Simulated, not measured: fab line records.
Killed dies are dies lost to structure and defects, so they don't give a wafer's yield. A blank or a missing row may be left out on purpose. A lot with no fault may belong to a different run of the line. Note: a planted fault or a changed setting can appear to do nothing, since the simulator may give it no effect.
Which tool was responsible? || flow nand-harc || 7 lots (21 wafers sampled), 1 step of a 1302-step route

WHAT THE GAUGES SHOWED, per wafer
NHARC_P_ZERO_WELL_CD_MEAS_24: the cd target is 720 nm.
{"lot": "L548", "measured": "day 2 08:40", "on": "cd-sem-02", "cd-nm (nm)": "721.3 719.8 720.9"}
{"lot": "L550", "measured": "day 3 04:41", "on": "cd-sem-03", "cd-nm (nm)": "717.6 717.5 719.1"}
{"lot": "L552", "measured": "day 4 00:27", "on": "cd-sem-03", "cd-nm (nm)": "720.5 719.8 718.6"}
{"lot": "L554", "measured": "day 4 20:28", "on": "cd-sem-01", "cd-nm (nm)": "720.6 720.4 721.2"}
{"lot": "L557", "measured": "day 6 02:34", "on": "cd-sem-01", "cd-nm (nm)": "719.0 718.9 718.8"}
{"lot": "L567", "measured": "day 10 06:34", "on": "cd-sem-02", "cd-nm (nm)": "721.2 721.0 720.5"}
{"lot": "L569", "measured": "day 11 02:34", "on": "cd-sem-02", "cd-nm (nm)": "718.1 716.7 718.7"}

EACH LOT AND THE TOOL THAT RAN IT (in order: tool; ch and the chambers of the sampled wafers; start)
The record shows no process step preceding these readings.

THE ANSWER, worked out from the rows above alone
Rule: usual is defined by the lots themselves. Put in order of their means at a reading, lots are off if they are a third of the lots or fewer, leave a main group of 4 or more, and stand apart from it by a gap of 3 or more times the standard deviation of the main group's means; of several such gaps the widest counts. The tables above print the reading to a certain number of digits; a main group whose means all agree to those digits is not used. A lot without any number at a reading at which 4 lots or more have one is off too. Where the step has rows for the other lots, those lots are counted as sound.
None of the lots is off at any reading shown; this tells nothing.

WHAT THE SIMULATOR HAD INSERTED
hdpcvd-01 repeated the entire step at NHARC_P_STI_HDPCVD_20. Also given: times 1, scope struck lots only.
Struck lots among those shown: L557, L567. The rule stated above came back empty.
